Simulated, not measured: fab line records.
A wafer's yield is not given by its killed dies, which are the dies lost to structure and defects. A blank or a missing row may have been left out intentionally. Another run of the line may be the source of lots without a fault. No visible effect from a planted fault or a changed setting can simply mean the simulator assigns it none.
fab line records | flow n5_finfet
record: lots: 7 wafers: 39
route steps=1938 shown ZERO_LAYER@11 DUMMY_GATE@220 SD_EPI_N@278 GATE_CUT@469 MOL_CONTACT_COAG@563 BEOL_M1@754 BEOL_M3@950
start_h: hours from the record's first day to the start of the lot's first wafer shown | wait_h: how many hours have passed since the lot's step before this one | " identical to the entry in the row above | L1.1+2: several wafers, shown together as one row | - no value, or no start was given | * or withheld: withheld | < > ~ a bound
route shown NAME@n: a module of which the file shows steps, and the number in the route of the first | usual: the fault-free wafers' mean and standard deviation | same: alike in all rows | chamber/n: place in a boat | sites: per-site readings | _std_site: standard deviation across them | _edge_site: mean of outer sites minus mean of inner sites | radius_mm: for every site, how far away it sits from the centre of the wafer | mask NAME#n: copy n | behind: the last tool/chamber to shape the wafer | hold: cause of the lot's hold/its duration in hours/its outcome | device: names the non-switching transistor (n, p or np) | end of line: the route-end tests of the same wafers | a step with no rows: only its recipe | killed: not the wafer's yield, but the dies lost to structure and defects at the first sort | map: a wafer's dies, x killed, . not, _ none there
set.NAME: the run value of the setting; set.NAME@STEP: its run value at that earlier step | model.NAME: the simulator's own value behind a step, which no gauge read
lots with deliberately changed settings; one table per step, one row per wafer
== steps ==
step: N5_ZERO_LAYER_DEVELOP_10
recipe: develop_time_s: 60 rinse_liquid: diw dry: air_spin dev_temp_c: 21
columns lot.wafer tool chamber start_h wait_h set.develop_time_s
L080.1+2+3+4+5+6 litho_track-04 0 - - 60
L081.1+3+5 litho_track-01 0 - - 73.19
L081.2+4+6 " 0 " " 60
L086.1+2+5 litho_track-02 0 - - 95.25
L086.3+4+6 " 0 " " 60
L087.1+4+5 litho_track-01 0 - - 84.92
L087.2+3+6 " 0 " " 60
L092.1+2+3+4+5+6 litho_track-01 0 - - 60
L093.2+4+6 litho_track-01 0 - - 60
L097.1+3+5 litho_track-01 0 - - 60
L097.2+4+6 " 0 " " 39.73
step: N5_ZERO_LAYER_HARDBAKE_23
recipe: temp_c: 130 time_s: 120
step: N5_ZERO_LAYER_CD_MEAS_11
recipe: target_cd_nm: 2000 landing_energy_ev: 500 detector: se_inlens
usual: cd_nm: 1999.3/1.8
columns lot.wafer tool chamber start_h wait_h set.develop_time_s@ZERO_LAYER_DEVELOP_10 cd_nm
L080.1 cd_sem-03 0 48.64 - 60 1998.3
L080.2 " 0 " " 60 1998.4
L080.3 " 0 " " 60 1998.1
L080.4 " 0 " " 60 1998.3
L080.5 " 0 " " 60 1996.7
L080.6 " 0 " " 60 1998.2
L081.1 cd_sem-01 0 54.78 - 73.19 2003.2
L081.2 " 0 " " 60 1998.5
L081.3 " 0 " " 73.19 2002.7
L081.4 " 0 " " 60 1999.8
L081.5 " 0 " " 73.19 2003.3
L081.6 " 0 " " 60 1999.4
L086.1 cd_sem-03 0 84.64 - 95.25 2011.1
L086.2 " 0 " " 95.25 2010.5
L086.3 " 0 " " 60 2000.7
L086.4 " 0 " " 60 2003.4
L086.5 " 0 " " 95.25 2014.6
L086.6 " 0 " " 60 2002.2
L087.1 cd_sem-03 0 90.64 - 84.92 2004.8
L087.2 " 0 " " 60 1995.9
L087.3 " 0 " " 60 1998.2
L087.4 " 0 " " 84.92 2004.3
L087.5 " 0 " " 84.92 2005.5
L087.6 " 0 " " 60 1997.3
L092.1 cd_sem-03 0 120.66 - 60 1998.1
L092.2 " 0 " " 60 1996.5
L092.3 " 0 " " 60 1996.1
L092.4 " 0 " " 60 1996.2
L092.5 " 0 " " 60 1997.9
L092.6 " 0 " " 60 1997.5
L093.2 cd_sem-02 0 126.66 - 60 1998.9
L093.4 " 0 " " 60 1998.8
L093.6 " 0 " " 60 1997.8
L097.1 cd_sem-02 0 150.79 - 60 1998.9
L097.2 " 0 " " 39.73 1991.6
L097.3 " 0 " " 60 1999.8
L097.4 " 0 " " 39.73 1991.3
L097.5 " 0 " " 60 1999.4
L097.6 " 0 " " 39.73 1993.4
step: N5_DUMMY_GATE_HM_DEP_06
recipe: material: SiNx target_thk_a: 800 precursor: DCS/NH3 temp_c: 700 pressure_mtorr: 300 time_s: 5141
columns lot.wafer tool chamber start_h wait_h set.target_thk_a model.SiNx_of_DUMMY_GATE_HM_DEP_06.thk_nm
L080.1 - - - 0.0 1165 117
L080.2 " - " " 1165 116.2
L080.3+4 " - " " 1165 116.6
L080.5 " - " " 1165 116.4
L080.6 " - " " 1165 117.4
L081.1 - - - 0.0 800 79.8
L081.2+4 " - " " 800 79
L081.3+5+6 " - " " 800 79.4
L086.1+2 - - - 3.1 800 80.2
L086.3+4+6 " - " " 800 80
L086.5 " - " " 800 80.4
L087.1 - - - 3.3 800 77.2
L087.2 " - " " 800 78
L087.3 " - " " 800 78.4
L087.4 " - " " 800 77.6
L087.5 " - " " 800 77.4
L087.6 " - " " 800 77.8
L092.1+4 - - - 0.0 800 78.6
L092.2+5 " - " " 800 79
L092.3 " - " " 800 78.4
L092.6 " - " " 800 78.8
L093.2 lpcvd-02 0/45 157.55 0.0 800 79.6
L093.4 " 0/54 " " 800 79.8
L093.6 " 0/64 " " 800 80.2
L097.1+3+4+6 - - - 0.0 800 80
L097.2 " - " " 800 81.2
L097.5 " - " " 800 80.4
step: N5_SD_EPI_N_ETCH_45
recipe: chemistry: CH3F/O2 target: SiOCN target_depth_a: 60 mask_material: SOC ion_energy_ev: 60 bias_w: 29 pressure_mtorr: 15 source_w: 410 Ar_flow_sccm: 150 CH3F_flow_sccm: 30 O2_flow_sccm: 20
columns lot.wafer tool chamber start_h wait_h set.target_depth_a model.etch.depth_nm
L080.1 rie_diel-06 1 84.63 0.1 46.02 4.557
L080.2 " 2 " " 60 5.992
L080.3 " 3 " " 46.02 4.455
L080.4 " 1 " " 60 5.958
L080.5 " 3 " " 60 5.844
L080.6 " 2 " " 46.02 4.619
L081.1 rie_diel-05 2 90.26 0.1 77.31 7.526
L081.2 " 3 " " 60 5.776
L081.3 " 1 " " 77.31 7.627
L081.4 " 0 " " 60 5.803
L081.5 " 3 " " 60 5.877
L081.6 " 2 " " 77.31 7.498
L086.1 rie_diel-02 1 131.31 0.1 60 5.953
L086.2 " 3 " " 60 6.046
L086.3 " 0 " " 60 6.176
L086.4 " 2 " " 60 5.94
L086.5 " 2 " " 60 5.928
L086.6 " 3 " " 60 6.03
L087.1 rie_diel-06 1 134.55 0.1 38.54 3.888
L087.2 " 0 " " 38.54 3.96
L087.3 " 3 " " 38.54 3.759
L087.4 " 2 " " 60 6.065
L087.5 " 2 " " 60 6.082
L087.6 " 3 " " 60 5.828
L092.1 rie_diel-05 2 157.54 0.1 60 5.828
L092.2 " 1 " " 60 5.94
L092.3 " 0 " " 50.05 4.877
L092.4 " 3 " " 60 5.841
L092.5 " 0 " " 50.05 4.847
L092.6 " 1 " " 50.05 4.973
L093.2 rie_diel-02 2 165.34 0.1 60 5.929
L093.4 " 1 " " 60 6.016
L093.6 " 1 " " 60 5.983
L097.1 rie_diel-02 3 193.79 0.1 47.55 4.811
L097.2 " 1 " " 47.55 4.734
L097.3 " 0 " " 60 6.133
L097.4 " 2 " " 60 5.988
L097.5 " 2 " " 60 5.955
L097.6 " 3 " " 47.55 4.791
step: N5_GATE_CUT_ETCH_58
recipe: chemistry: CH3F/O2 target: SiNx target_depth_a: 170 time_s: 128.6 ion_energy_ev: 50 pressure_mtorr: 30 source_w: 415 bias_w: 21 Ar_flow_sccm: 150 CH3F_flow_sccm: 30 O2_flow_sccm: 20
columns lot.wafer tool chamber start_h wait_h set.target_depth_a model.etch.depth_nm model.SiNx_of_SDB_ALD_29.thk_nm
L080.1 rie_diel-03 2 116.59 0.0 170 17.08 24.6
L080.2 " 0 " " 170 17 24.4
L080.3 " 1 " " 90.72 9.139 25.8
L080.4 " 3 " " 90.72 8.978 25.8
L080.5 " 1 " " 90.72 9.105 25.6
L080.6 " 2 " " 170 17.16 24.4
L081.1 rie_diel-01 3 120.19 0.3 170 17.03 24.6
L081.2 " 2 " " 170 16.82 24.8
L081.3 " 0 " " 215.1 21.19 23.8
L081.4 " 1 " " 215.1 21.53 23.8
L081.5 " 3 " " 170 17 24.6
L081.6 " 2 " " 215.1 21.22 24
L086.1 rie_diel-01 1 161.55 0.0 137.2 13.87 25.2
L086.2 " 0 " " 137.2 13.22 25
L086.3 " 2 " " 170 16.85 24.4
L086.4 " 3 " " 170 16.86 24.6
L086.5 " 0 " " 170 16.47 24.6
L086.6 " 1 " " 137.2 13.75 25.2
L087.1 rie_diel-01 1 178.87 0.0 170 16.88 24.6
L087.2 " 2 " " 246.6 24.03 23.4
L087.3 " 3 " " 246.6 24.31 23.4
L087.4 " 0 " " 246.6 23.8 23.4
L087.5 " 2 " " 170 16.65 24.6
L087.6 " 1 " " 170 16.93 24.4
L092.1 rie_diel-04 2 189.34 0.0 170 17.06 24.6
L092.2 " 1 " " 251.8 25.49 23.2
L092.3 " 3 " " 170 16.96 24.6
L092.4 " 0 " " 251.8 25.3 23.2
L092.5 " 2 " " 170 17.11 24.6
L092.6 " 1 " " 251.8 25.31 23.2
L093.2 rie_diel-04 0 196.91 0.0 170 16.93 24.8
L093.4 " 3 " " 170 17 24.8
L093.6 " 1 " " 170 17.26 24.6
L097.1 rie_diel-04 1 226.24 0.1 170 17.03 24.6
L097.2 " 2 " " 170 17.01 24.6
L097.3 " 0 " " 170 16.76 24.6
L097.4 " 3 " " 170 16.82 24.8
L097.5 " 0 " " 170 16.81 24.8
L097.6 " 3 " " 170 16.75 24.8
step: N5_MOL_CONTACT_COAG_PECVD_31
recipe: material: SiO2 target_thk_a: 460 temp_c: 400 precursor: TEOS/O2 pressure_torr: 6.5 rf_w: withheld teos_flow_sccm: withheld gas: O2 flow_sccm: 2650 time_s: 8.9
columns lot.wafer tool chamber start_h wait_h set.time_s model.SiO2_of_MOL_CONTACT_COAG_PECVD_31.thk_nm
L080.1+2 pecvd-02 1,0 134.43 0.3 5.902 31.4
L080.3 " 2 " " 5.902 31.2
L080.4 " 1 " " 8.9 46.6
L080.5 " 2 " " 8.9 46.2
L080.6 " 0 " " 8.9 47
L081.1+2 pecvd-03 0,1 137.35 0.3 8.9 44.8
L081.3 " 2 " " 8.9 45.2
L081.4 " 1 " " 12.25 62.4
L081.5 " 2 " " 12.25 62.8
L081.6 " 0 " " 12.25 62.6
L086.1 pecvd-02 1 182.37 0.3 8.9 45.6
L086.2 " 0 " " 8.9 45
L086.3 " 2 " " 11.23 56.4
L086.4 " 0 " " 8.9 46
L086.5 " 1 " " 11.23 58
L086.6 " 2 " " 11.23 57.4
L087.1+3 pecvd-03 2,0 199.02 0.3 3.896 20.8
L087.2 " 1 " " 8.9 45.6
L087.4 " 1 " " 8.9 46
L087.5 " 0 " " 3.896 21.6
L087.6 " 2 " " 8.9 46.6
L092.1+2+5 pecvd-02 0,2,2 205.49 0.3 8.9 45.8
L092.3 " 1 " " 8.9 46.2
L092.4 " 1 " " 8.9 47.2
L092.6 " 0 " " 8.9 46
L093.2 pecvd-01 0 213.56 0.3 8.9 45.2
L093.4 " 1 " " 8.9 46.2
L093.6 " 1 " " 8.9 46.8
L097.1+6 pecvd-02 2 242.52 0.3 8.9 45.4
L097.2 " 0 " " 8.9 45
L097.3+4 " 1,0 " " 8.9 46
L097.5 " 1 " " 8.9 46.2
step: N5_MOL_CONTACT_COAG_COAT_75
recipe: resist: SOC temp_c: 250 time_s: 60 spin_rpm: 1500 resist_thk_nm: 60
step: N5_MOL_CONTACT_COAG_COAT_76
recipe: resist: SiARC temp_c: 220 time_s: 60 spin_rpm: 1500 resist_thk_nm: 10
step: N5_MOL_CONTACT_COAG_ETCHBACK_135
recipe: chemistry: CHF3 target: SiO2 target_depth_a: 250 time_s: 16.7 ion_energy_ev: 200 pressure_mtorr: 30 source_w: 610 bias_w: 170 Ar_flow_sccm: 200 CHF3_flow_sccm: 50
step: N5_MOL_CONTACT_COAG_STRIP_118
recipe: chemistry: CHF3 resist: SiARC rf_frequency_hz: 6e+07
step: N5_MOL_CONTACT_COAG_VIA_ETCH_46
recipe: chemistry: C4F6/O2 target_depth_a: 460 overetch_a: 92 mask_material: SOC target: SiO2 bias_w: 455 pressure_mtorr: 10 time_s: 40 source_w: 325 Ar_flow_sccm: 300 C4F6_flow_sccm: 10 O2_flow_sccm: 10 ion_energy_ev: 575.3 ends: end_point
columns lot.wafer tool chamber start_h wait_h set.time_s@MOL_CONTACT_COAG_PECVD_31 model.etch.depth_nm
L080.1 rie_diel-02 1 135.48 0.0 5.902 31.49
L080.2 " 0 " " 5.902 31.34
L080.3 " 2 " " 5.902 31.15
L080.4 " 3 " " 8.9 46.67
L080.5 " 1 " " 8.9 46.26
L080.6 " 0 " " 8.9 47.1
L081.1 rie_diel-02 1 138.48 0.0 8.9 44.88
L081.2 " 0 " " 8.9 44.75
L081.3 " 2 " " 8.9 45.21
L081.4 " 3 " " 12.25 55.38
L081.5 " 0 " " 12.25 56
L081.6 " 1 " " 12.25 54.21
L086.1 rie_diel-02 0 183.55 0.0 8.9 45.67
L086.2 " 3 " " 8.9 45
L086.3 " 1 " " 11.23 54.76
L086.4 " 2 " " 8.9 46.09
L086.5 " 3 " " 11.23 55.19
L086.6 " 2 " " 11.23 54.57
L087.1+3 rie_diel-05 2,0 201.21 0.0 3.896 20.83
L087.2 " 1 " " 8.9 45.61
L087.4 " 0 " " 8.9 46.08
L087.5 " 1 " " 3.896 21.63
L087.6 " 2 " " 8.9 46.52
L092.1+2 rie_diel-05 0,2 208.15 0.0 8.9 45.79
L092.3 " 1 " " 8.9 46.12
L092.4 " 1 " " 8.9 47.11
L092.5 " 2 " " 8.9 45.77
L092.6 " 0 " " 8.9 45.92
L093.2 rie_diel-05 0 215.20 0.0 8.9 45.27
L093.4 " 0 " " 8.9 46.25
L093.6 " 1 " " 8.9 46.71
L097.1 rie_diel-06 0 243.62 0.0 8.9 45.45
L097.2 " 3 " " 8.9 44.97
L097.3+4 " 1,2 " " 8.9 46.03
L097.5 " 0 " " 8.9 46.29
L097.6 " 3 " " 8.9 45.3
step: N5_BEOL_M1_HM_DEP_02
recipe: material: TiN target_thk_a: 200 temp_c: 25 chamber_pressure_pa: 0.49996
columns lot.wafer tool chamber start_h wait_h set.target_thk_a model.TiN_of_BEOL_M1_HM_DEP_02.thk_nm
L080.1+4 pvd_sputter-01 - 153.55 1.6 200 19.8
L080.2+5 " - " " 289.6 28.6
L080.3 " - " " 289.6 28.4
L080.6 " - " " 200 19.6
L081.1+4 pvd_sputter-03 - 159.35 2.1 200 20.2
L081.2 " - " " 200 20.4
L081.3 " - " " 97.28 9.8
L081.5 " - " " 97.28 10.2
L081.6 " - " " 97.28 10
L086.1 pvd_sputter-02 - 205.71 0.4 127.6 12.6
L086.2 " - " " 200 19.8
L086.3 " - " " 127.6 12.8
L086.4+6 " - " " 200 20
L086.5 " - " " 127.6 12.4
L087.1+4 pvd_sputter-01 - 222.24 0.1 136.6 13.2
L087.2 " - " " 200 20
L087.3+5 " - " " 200 19.8
L087.6 " - " " 136.6 13.6
L092.1 pvd_sputter-01 - 232.00 0.5 130.6 13
L092.2+3 " - " " 200 20
L092.4 " - " " 200 20.2
L092.5+6 " - " " 130.6 13.2
L093.2+4+6 pvd_sputter-01 - 241.49 0.9 200 19.8
L097.1+5 pvd_sputter-01 - 264.11 1.6 151 15
L097.2+3 " - " " 200 19.8
L097.4 " - " " 200 19.6
L097.6 " - " " 151 14.8
step: N5_BEOL_M1_COAT_61
recipe: resist: SOC temp_c: 250 time_s: 60 spin_rpm: 1500 resist_thk_nm: 60
step: N5_BEOL_M1_COAT_62
recipe: resist: SiARC temp_c: 220 time_s: 60 spin_rpm: 1500 resist_thk_nm: 12
step: N5_BEOL_M1_STRIP_75
recipe: chemistry: N2/H2 temp_c: 40 n2_flow_sccm: 200 h2_flow_sccm: 200 rf_frequency_hz: 6e+07
step: N5_BEOL_M1_STRIP_66
recipe: chemistry: CF4 resist: SiARC power_w: 300 bias_power_w: 75 pressure_mtorr: 50 cf4_flow_sccm: 150 rf_frequency_hz: 6e+07
step: N5_BEOL_M1_HM_OPEN_17
recipe: chemistry: Cl2/BCl3 target_depth_a: 200 overetch_a: 60 target: TiN mask_material: SOC ion_energy_ev: 150 pressure_mtorr: 10 icp_w: 1000 bias_w: 126 Cl2_flow_sccm: 53.25 bcl3_flow_sccm: 21.75 Ar_flow_sccm: 25
columns lot.wafer tool chamber start_h wait_h set.target_thk_a@BEOL_M1_HM_DEP_02 model.etch.depth_nm
L080.1 rie_metal-01 0 154.40 0.0 200 19.78
L080.2 " 1 " " 289.6 25.94
L080.3 " 0 " " 289.6 25.11
L080.4 " 1 " " 200 19.75
L080.5 " 1 " " 289.6 25.92
L080.6 " 0 " " 200 19.62
L081.1 rie_metal-03 0 160.18 0.0 200 20.18
L081.2 " 1 " " 200 20.3
L081.3 " 0 " " 97.28 9.819
L081.4 " 1 " " 200 20.29
L081.5 " 0 " " 97.28 10.19
L081.6 " 1 " " 97.28 9.965
L086.1 rie_metal-01 1 206.59 0.0 127.6 12.69
L086.2 " 0 " " 200 19.87
L086.3 " 0 " " 127.6 12.75
L086.4 " 1 " " 200 19.95
L086.5 " 0 " " 127.6 12.42
L086.6 " 1 " " 200 19.92
L087.1 rie_metal-02 1 223.14 0.0 136.6 13.27
L087.2 " 1 " " 200 19.93
L087.3 " 1 " " 200 19.76
L087.4 " 1 " " 136.6 13.28
L087.5 " 1 " " 200 19.75
L087.6 " 1 " " 136.6 13.57
L092.1 rie_metal-03 1 233.29 0.0 130.6 13.06
L092.2 " 0 " " 200 19.94
L092.3 " 0 " " 200 20.04
L092.4 " 1 " " 200 20.13
L092.5 " 0 " " 130.6 13.18
L092.6 " 1 " " 130.6 13.25
L093.2 rie_metal-02 0 242.25 0.0 200 19.81
L093.4+6 " 0 " " 200 19.89
L097.1 rie_metal-01 1 264.87 0.0 151 14.95
L097.2 " 1 " " 200 19.88
L097.3 " 1 " " 200 19.81
L097.4 " 1 " " 200 19.69
L097.5 " 1 " " 151 15.04
L097.6 " 1 " " 151 14.79
step: N5_BEOL_M3_ETCH_64
recipe: chemistry: N2/H2 target: SOC target_depth_a: 750 overetch_a: 150 mask_material: SiARC temp_c: 40 time_s: 112.5 ion_energy_ev: 200 pressure_mtorr: 30 source_w: 840 bias_w: 150 n2_flow_sccm: 200 h2_flow_sccm: 200
columns lot.wafer tool chamber start_h wait_h set.time_s model.SiARC_of_BEOL_M3_COAT_62.thk_nm
L080.1+5 rie_diel-03 2 184.70 0.0 112.5 6.6
L080.2+4+6 " 1,0,1 " " 112.5 6.8
L080.3 " 3 " " 112.5 7
L081.1+4+5 rie_diel-01 2,2,0 188.76 0.0 112.5 7
L081.2+6 " 3 " " 170.4 4.2
L081.3 " 0 " " 170.4 4.4
L086.1+3+6 rie_diel-01 2,1,2 221.71 0.0 112.5 6.8
L086.2+5 " 3,1 " " 159.7 4.8
L086.4 " 0 " " 159.7 5
L087.1+2+3+4+5+6 rie_diel-01 3,1,2,3,2,1 241.78 0.0 112.5 6.8
L092.1 rie_diel-01 3 258.99 0.0 83.65 8
L092.2+3+6 " 2,1,1 " " 112.5 6.8
L092.4+5 " 0 " " 83.65 8.2
L093.2+4+6 rie_diel-01 3,2,3 265.00 0.0 112.5 6.8
L097.1 rie_diel-04 0 291.92 0.0 80.11 8.2
L097.2+3+6 " 3,1,3 " " 112.5 6.8
L097.4 " 2 " " 80.11 8.4
L097.5 " 0 " " 80.11 8
step: N5_BEOL_M3_STRIP_65
recipe: chemistry: N2/H2 temp_c: 40 n2_flow_sccm: 200 h2_flow_sccm: 200 rf_frequency_hz: 6e+07
step: N5_BEOL_M3_STRIP_75
recipe: chemistry: N2/H2 temp_c: 40 n2_flow_sccm: 200 h2_flow_sccm: 200 rf_frequency_hz: 6e+07
step: N5_BEOL_M3_STRIP_66
recipe: chemistry: CF4 resist: SiARC power_w: 300 bias_power_w: 75 pressure_mtorr: 50 cf4_flow_sccm: 150 rf_frequency_hz: 6e+07
step: N5_BEOL_M3_HM_OPEN_17
recipe: chemistry: Cl2/BCl3 target_depth_a: 200 overetch_a: 60 target: TiN mask_material: SOC ion_energy_ev: 150 pressure_mtorr: 10 icp_w: 1000 bias_w: 126 Cl2_flow_sccm: 53.25 bcl3_flow_sccm: 21.75 Ar_flow_sccm: 25
columns lot.wafer tool chamber start_h wait_h set.time_s@BEOL_M3_ETCH_64 model.etch.depth_nm
L080.1+3 rie_metal-02 0 184.87 0.0 112.5 19.9
L080.2+6 " 1 " " 112.5 20.01
L080.4 " 1 " " 112.5 20.08
L080.5 " 0 " " 112.5 19.88
L081.1 rie_metal-03 1 188.93 0.0 112.5 20
L081.2 " 0 " " 170.4 14.77
L081.3 " 1 " " 170.4 14.31
L081.4 " 0 " " 112.5 20.06
L081.5 " 0 " " 112.5 19.72
L081.6 " 1 " " 170.4 14.37
L086.1 rie_metal-02 1 221.87 0.0 112.5 19.61
L086.2 " 1 " " 159.7 15.29
L086.3 " 1 " " 112.5 19.81
L086.4 " 1 " " 159.7 15.28
L086.5 " 1 " " 159.7 14.99
L086.6 " 1 " " 112.5 19.91
L087.1+3 rie_metal-03 0,1 241.95 0.0 112.5 20.05
L087.2 " 1 " " 112.5 19.76
L087.4 " 0 " " 112.5 20.06
L087.5 " 0 " " 112.5 19.89
L087.6 " 1 " " 112.5 20.02
L092.1 rie_metal-02 0 259.16 0.0 83.65 19.91
L092.2 " 1 " " 112.5 19.78
L092.3 " 1 " " 112.5 20.15
L092.4 " 0 " " 83.65 19.93
L092.5 " 0 " " 83.65 20.05
L092.6 " 1 " " 112.5 20.25
L093.2 rie_metal-02 0 265.17 0.0 112.5 19.95
L093.4 " 0 " " 112.5 20.06
L093.6 " 0 " " 112.5 20.21
L097.1 rie_metal-01 0 292.09 0.0 80.11 19.91
L097.2 " 1 " " 112.5 20.01
L097.3 " 1 " " 112.5 19.89
L097.4 " 0 " " 80.11 19.94
L097.5 " 0 " " 80.11 19.98
L097.6 " 1 " " 112.5 19.94
== key ==
split: step: N5_ZERO_LAYER_DEVELOP_10 setting: develop_time_s stated: 60 by: wafer
response: step: N5_ZERO_LAYER_CD_MEAS_11 reading: cd_nm change: +0.182 per: 1% r: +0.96
split: step: N5_DUMMY_GATE_HM_DEP_06 setting: target_thk_a stated: 800 by: lot
response: step: N5_DUMMY_GATE_HM_DEP_06 reading: model.SiNx_of_DUMMY_GATE_HM_DEP_06.thk_nm change: +0.82 per: 1% r: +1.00
split: step: N5_SD_EPI_N_ETCH_45 setting: target_depth_a stated: 60 by: wafer
response: step: N5_SD_EPI_N_ETCH_45 reading: model.etch.depth_nm change: +0.0596 per: 1% r: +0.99
split: step: N5_GATE_CUT_ETCH_58 setting: target_depth_a stated: 170 by: wafer
response: step: N5_GATE_CUT_ETCH_58 reading: model.etch.depth_nm change: +0.168 per: 1% r: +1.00
response: step: N5_GATE_CUT_ETCH_58 reading: model.SiNx_of_SDB_ALD_29.thk_nm change: -0.0277 per: 1% r: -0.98
split: step: N5_MOL_CONTACT_COAG_PECVD_31 setting: time_s stated: 8.9 by: wafer
response: step: N5_MOL_CONTACT_COAG_PECVD_31 reading: model.SiO2_of_MOL_CONTACT_COAG_PECVD_31.thk_nm change: +0.452 per: 1% r: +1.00
response: step: N5_MOL_CONTACT_COAG_VIA_ETCH_46 reading: model.etch.depth_nm change: +0.398 per: 1% r: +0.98
split: step: N5_BEOL_M1_HM_DEP_02 setting: target_thk_a stated: 200 by: wafer
response: step: N5_BEOL_M1_HM_DEP_02 reading: model.TiN_of_BEOL_M1_HM_DEP_02.thk_nm change: +0.2 per: 1% r: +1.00
response: step: N5_BEOL_M1_HM_OPEN_17 reading: model.etch.depth_nm change: +0.185 per: 1% r: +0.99
split: step: N5_BEOL_M3_ETCH_64 setting: time_s stated: 112.5 by: wafer
response: step: N5_BEOL_M3_ETCH_64 reading: model.SiARC_of_BEOL_M3_COAT_62.thk_nm change: -0.0503 per: 1% r: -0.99
response: step: N5_BEOL_M3_HM_OPEN_17 reading: model.etch.depth_nm shape: bent at_lowest: 19.94 at_stated: 19.96 at_highest: 14.48
